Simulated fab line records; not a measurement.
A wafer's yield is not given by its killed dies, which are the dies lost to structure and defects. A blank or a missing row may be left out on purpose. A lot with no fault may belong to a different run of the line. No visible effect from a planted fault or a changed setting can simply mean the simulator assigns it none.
Which tool did it? -- flow nand-harc -- 14 lots with 42 wafers sampled at 4 steps, on a route of 1302 steps

== WHAT EACH GAUGE READ, for each wafer ==
No reading from a measuring or inspecting step in the record can be judged against a usual standard deviation.

== WHICH TOOL RAN EACH LOT (tool, then ch and the chambers of the sampled wafers, then the start) ==
lot,NHARC_THIN_TSV_STRIP_45,NHARC_THIN_TSV_DEP_47,NHARC_THIN_TSV_DEGAS_49,NHARC_THIN_TSV_ETCH_59
L351,"plasma-asher-02 ch 0,1, day 24 06:44","pecvd-02 ch 0,1,2, day 24 07:35","pvd-sputter-02, day 24 08:27","rie-metal-03 ch 0,1, day 24 11:54"
L350,"plasma-asher-02 ch 0,1, day 24 14:10","pecvd-01 ch 0,1,2, day 24 14:52","pvd-sputter-01, day 24 15:46","rie-metal-01 ch 0,1, day 24 19:16"
L353,"plasma-asher-02 ch 0,1, day 24 15:14","pecvd-02 ch 0,1,2, day 24 16:02","pvd-sputter-01, day 24 16:56","rie-metal-03 ch 0,1, day 24 20:16"
L354,"plasma-asher-02 ch 0,1, day 25 16:55","pecvd-04 ch 0,2, day 25 17:42","pvd-sputter-01, day 25 18:33","rie-metal-03 ch 0,1, day 25 21:55"
L355,"plasma-asher-01 ch 0,1, day 26 11:52","pecvd-01 ch 0,1,2, day 26 12:40","pvd-sputter-02, day 26 13:31","rie-metal-01 ch 0,1, day 26 17:05"
L356,"plasma-asher-02 ch 0,1, day 26 22:39","pecvd-01 ch 0,1,2, day 26 23:26","pvd-sputter-01, day 27 00:26","rie-metal-01 ch 0,1, day 27 03:53"
L357,"plasma-asher-01 ch 0,1, day 27 03:10","pecvd-02 ch 0,2, day 27 04:02","pvd-sputter-03, day 27 04:59","rie-metal-03 ch 0,1, day 27 08:44"
L358,"plasma-asher-02 ch 0,1, day 27 20:50","pecvd-01 ch 0,2, day 27 21:35","pvd-sputter-01, day 27 22:31","rie-metal-03 ch 0,1, day 28 01:50"
L359,"plasma-asher-01 ch 0,1, day 27 22:01","pecvd-04 ch 0,1,2, day 27 22:49","pvd-sputter-01, day 27 23:45","rie-metal-03 ch 0,1, day 28 03:13"
L361,"plasma-asher-02 ch 0,1, day 28 06:10","pecvd-02 ch 0,1,2, day 28 07:01","pvd-sputter-03, day 28 07:54","rie-metal-01 ch 0,1, day 28 11:19"
L365,"plasma-asher-02 ch 0,1, day 29 21:10","pecvd-04 ch 0,1, day 29 21:58","pvd-sputter-01, day 29 22:56","rie-metal-02 ch 0,1, day 30 02:22"
L370,"plasma-asher-02 ch 0,1, day 32 03:27","pecvd-04 ch 0,2, day 32 04:17","pvd-sputter-02, day 32 05:11","rie-metal-03 ch 0,1, day 32 09:11"
L368,"plasma-asher-02 ch 0,1, day 32 04:49","pecvd-04 ch 0,1,2, day 32 05:38","pvd-sputter-03, day 32 06:31","rie-metal-01 ch 0,1, day 32 09:52"
L369,"plasma-asher-01 ch 0,1, day 32 12:50","pecvd-02 ch 0,1,2, day 32 13:38","pvd-sputter-01, day 32 14:34","rie-metal-03 ch 0,1, day 32 17:59"
- NHARC_THIN_TSV_STRIP_45: strips in O2.
- NHARC_THIN_TSV_DEP_47: deposits SiO2, target thk 200 nm.
- NHARC_THIN_TSV_DEGAS_49: time 120 s.
- NHARC_THIN_TSV_ETCH_59: etches the open film in Cl2/BCl3, target depth 880 nm, time 138.1 s.

== WHAT THE TOOLS THEMSELVES READ (means of the sampled wafers that have a number; where no wafer has one, the mark that the record gives instead) ==
NHARC_THIN_TSV_STRIP_45. Usual: drypump-motor-current-A 5.9 A, standard deviation 0.53; heater-power-w 341 W, standard deviation 17; temp-c 250.03 C, standard deviation 0.17.
lot,tool,drypump-motor-current-A (A),heater-power-w (W),temp-c (C),flag
L351,plasma-asher-02,6.3,356,250.05,
L350,plasma-asher-02,6.3,352,250.07,
L353,plasma-asher-02,6.0,346,249.91,
L354,plasma-asher-02,6.0,341,250.09,
L355,plasma-asher-01,5.2,314,250.13,
L356,plasma-asher-02,6.0,356,250.02,
L357,plasma-asher-01,5.1,319,250.12,
L358,plasma-asher-02,6.0,350,249.96,
L359,plasma-asher-01,5.1,320,250.13,
L361,plasma-asher-02,6.3,353,250.11,
L365,plasma-asher-02,6.0,352,249.94,
L370,plasma-asher-02,6.3,351,250.01,
L368,plasma-asher-02,6.3,359,249.97,
L369,plasma-asher-01,5.2,315,249.92,

NHARC_THIN_TSV_DEP_47. Usual: flow-sccm 2651 sccm, standard deviation 7.2; throttle-valve-pct 15.8 %, standard deviation 0.48.
lot,tool,flow-sccm (sccm),throttle-valve-pct (%),flag
L351,pecvd-02,2643,16.2,
L350,pecvd-01,2653,15.3,
L353,pecvd-02,2653,16.4,
L354,pecvd-04,2647,15.9,
L355,pecvd-01,2656,15.6,
L356,pecvd-01,2657,15.6,
L357,pecvd-02,2651,16.2,
L358,pecvd-01,2655,15.5,
L359,pecvd-04,2655,15.5,
L361,pecvd-02,2654,16.1,
L365,pecvd-04,2650,15.5,
L370,pecvd-04,2649,15.7,
L368,pecvd-04,2650,15.7,
L369,pecvd-02,2657,16.2,

NHARC_THIN_TSV_DEGAS_49. Usual: heater-power-w at 464 W, with a standard deviation of 19.
lot,tool,heater-power-w (W),flag
L351,pvd-sputter-02,475,
L350,pvd-sputter-01,470,
L353,pvd-sputter-01,468,
L354,pvd-sputter-01,459,
L355,pvd-sputter-02,469,
L356,pvd-sputter-01,475,
L357,pvd-sputter-03,435,
L358,pvd-sputter-01,472,
L359,pvd-sputter-01,459,
L361,pvd-sputter-03,443,
L365,pvd-sputter-01,469,
L370,pvd-sputter-02,466,
L368,pvd-sputter-03,457,
L369,pvd-sputter-01,480,

NHARC_THIN_TSV_ETCH_59. Usual: drypump-motor-current-A 5.71 A, standard deviation 0.19; oes-product-au 1.000 a.u., standard deviation 0.0096; run-length-s 159.4 s, standard deviation 0.45; throttle-valve-pct 22.265 %, standard deviation 0.0088.
lot,tool,drypump-motor-current-A (A),oes-product-au (a.u.),run-length-s (s),throttle-valve-pct (%),flag
L351,rie-metal-03,5.79,0.999,159.2,22.266,
L350,rie-metal-01,5.58,0.994,159.5,22.268,
L353,rie-metal-03,5.85,0.998,159.9,22.267,
L354,rie-metal-03,5.78,1.000,159.3,22.261,
L355,rie-metal-01,5.56,0.997,159.5,22.258,
L356,rie-metal-01,5.56,1.004,159.4,22.263,
L357,rie-metal-03,5.84,0.996,159.6,22.270,
L358,rie-metal-03,5.87,0.999,159.8,22.267,
L359,rie-metal-03,5.80,1.006,159.3,22.270,
L361,rie-metal-01,5.57,1.011,159.4,22.273,
L365,rie-metal-02,5.55,1.004,159.5,22.262,
L370,rie-metal-03,5.85,0.994,150.0,22.263,OFF
L368,rie-metal-01,5.55,1.002,159.5,22.268,
L369,rie-metal-03,5.79,0.992,154.3,22.266,OFF

== THE ANSWER, worked out from the rows above alone ==
Rule: a lot is off if the mean of its wafers that have a number lies more than 3 standard deviations from the usual mean. A lot without any number at a reading at which 4 lots or more have one is off too. All remaining lots with rows at the step are treated as sound. First the gauges in route order, then the tools' own readings, where a lot's mean is used as printed above. The first step at which some lot is off is used, and at that step the reading that is off furthest; a lot without a number counts as furthest.
Off, at NHARC_THIN_TSV_ETCH_59 on run-length-s: L370, L369.
A tool fits if, at that step or a process step before it, it ran every lot that is off, and no sound lot after the first of them. One fits: NHARC_THIN_TSV_ETCH_59 on rie-metal-03. A fault onset in the window from L359 (day 28 03:13, its last sound lot) to L370 (day 32 09:11, its first lot off) fits.
The tool's own readings at NHARC_THIN_TSV_ETCH_59 bear it out: on the lots that are off they differ by more than 5 times the standard deviation of the sound lots' means. run-length-s reads 152.2 s there against 159.5 s on the sound lots.

== WHAT THE SIMULATOR HAD PUT IN ==
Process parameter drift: rie-metal-03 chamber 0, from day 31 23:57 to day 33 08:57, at NHARC_THIN_TSV_ETCH_59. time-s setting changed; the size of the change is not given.
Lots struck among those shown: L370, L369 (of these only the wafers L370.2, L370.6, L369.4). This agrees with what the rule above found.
